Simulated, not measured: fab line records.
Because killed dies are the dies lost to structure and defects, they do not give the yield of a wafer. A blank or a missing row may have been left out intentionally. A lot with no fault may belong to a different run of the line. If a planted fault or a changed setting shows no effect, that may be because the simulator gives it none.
Split-lot trial	flow n5-finfet	on a route of 1938 steps: 7 lots, 21 wafers read

THE SPLIT
At N5_BEOL_M14_EXPOSE_07 (exposes mask V13), the setting dose-mj was moved away from the recipe's 57 on 5 of the 21 wafers read, by -5.3% to +4.1%. The other wafers ran this setting at the recipe's value.

FROM THE SPLIT TO THE READING: what the file shows between them, 6 steps
- N5_BEOL_M14_PEB_08: peb time 90 s
- N5_BEOL_M14_DEVELOP_09: develop time 45 s
- N5_BEOL_M14_HARDBAKE_14: time 120 s
- N5_BEOL_M14_CD_MEAS_10: target cd 250 nm
- N5_BEOL_M14_STRIP_71: strips in post etch residue remover, time 60 s
- N5_BEOL_M14_SRD_72: time 30 s, dry time 30 s

THE READING
At N5_BEOL_M14_CD_MEAS_17: cd-nm in nanometres, against a target cd of 250 nm. On this fab line, fault-free wafers typically give 250.6 nm with a standard deviation of 1.5 nm.

wafer	tool, chamber at the split	dose-mj as run	against the recipe	cd-nm, nm	against lot-mates on the recipe
L074.1	krf-scanner-01, 0	57	recipe	251.9	-
L074.2	krf-scanner-01, 0	57	recipe	252.5	-
L074.4	krf-scanner-01, 0	57	recipe	252.1	-
L076.4	krf-scanner-02, 0	57	recipe	250.1	-
L076.5	krf-scanner-02, 0	53.96	-5.3%	241.3	-8.8
L076.6	krf-scanner-02, 0	53.96	-5.3%	243.3	-6.8
L078.2	krf-scanner-01, 0	57	recipe	251.4	-
L078.4	krf-scanner-01, 0	57	recipe	250.6	-
L078.6	krf-scanner-01, 0	57	recipe	248.6	-
L084.2	krf-scanner-02, 0	57	recipe	251.2	-
L084.5	krf-scanner-02, 0	57	recipe	250.4	-
L084.6	krf-scanner-02, 0	57	recipe	252.3	-
L087.1	krf-scanner-01, 0	57	recipe	251.8	-
L087.5	krf-scanner-01, 0	57	recipe	251.2	-
L087.6	krf-scanner-01, 0	57	recipe	251.1	-
L090.1	krf-scanner-02, 0	58.37	+2.4%	254.8	+3.8
L090.3	krf-scanner-02, 0	57	recipe	251.0	-
L090.6	krf-scanner-02, 0	58.37	+2.4%	254.9	+3.9
L095.2	krf-scanner-02, 0	59.31	+4.1%	256.8	+9.0
L095.4	krf-scanner-02, 0	57	recipe	247.9	-
L095.6	krf-scanner-02, 0	57	recipe	247.7	-

THE FIT
A straight line over all 21 wafers: cd-nm changes by +1.58 nm for each +1% of dose-mj; r = +0.93; the points scatter about the line by 1.4 nm.
The same after taking each lot's own level away (the mean of its wafers on the recipe; 21 wafers): +1.63 nm for each +1%; r = +0.97; scatter 0.89 nm.
On that fit, the largest move of dose-mj shifts the reading by 8.7 nm.
The lots' own levels span 247.80 to 252.17 nm, that is 2.9 times the standard deviation above.
The two slopes are in agreement: the lot-to-lot level therefore moves the slope only a little.
Check: -8.34 nm against its lot-mates is what the line predicts for one of the wafers moved furthest among these (-5.3%) when that wafer is left out of the fit. Against them it came out at -8.8 nm.

ADDITIONAL SPLITS CARRIED BY THESE WAFERS
Other splits were also applied to these wafers ahead of the reading. Each is held against what the fit with the lots' levels taken away leaves over:
other split on the same wafers	wafers away from the commonest value	r with cd-nm (lot level and that fit taken away)
N5_BEOL_M13_DEP_53 time-s	6	+0.27

THE WHOLE CHAIN: every reading that the file lists as answering this split, in the file's order
step	what it does	reading	change (the file's fit)	r (the file's)
N5_BEOL_M14_CD_MEAS_10	target cd 250 nm	cd-nm	+1.72 nm for each +1% of the setting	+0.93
N5_BEOL_M14_CD_MEAS_17	target cd 250 nm	cd-nm	+1.72 nm for each +1% of the setting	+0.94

FILE'S OWN FIT
cd-nm changes by +1.72 nm for each +1% of dose-mj, r = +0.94.
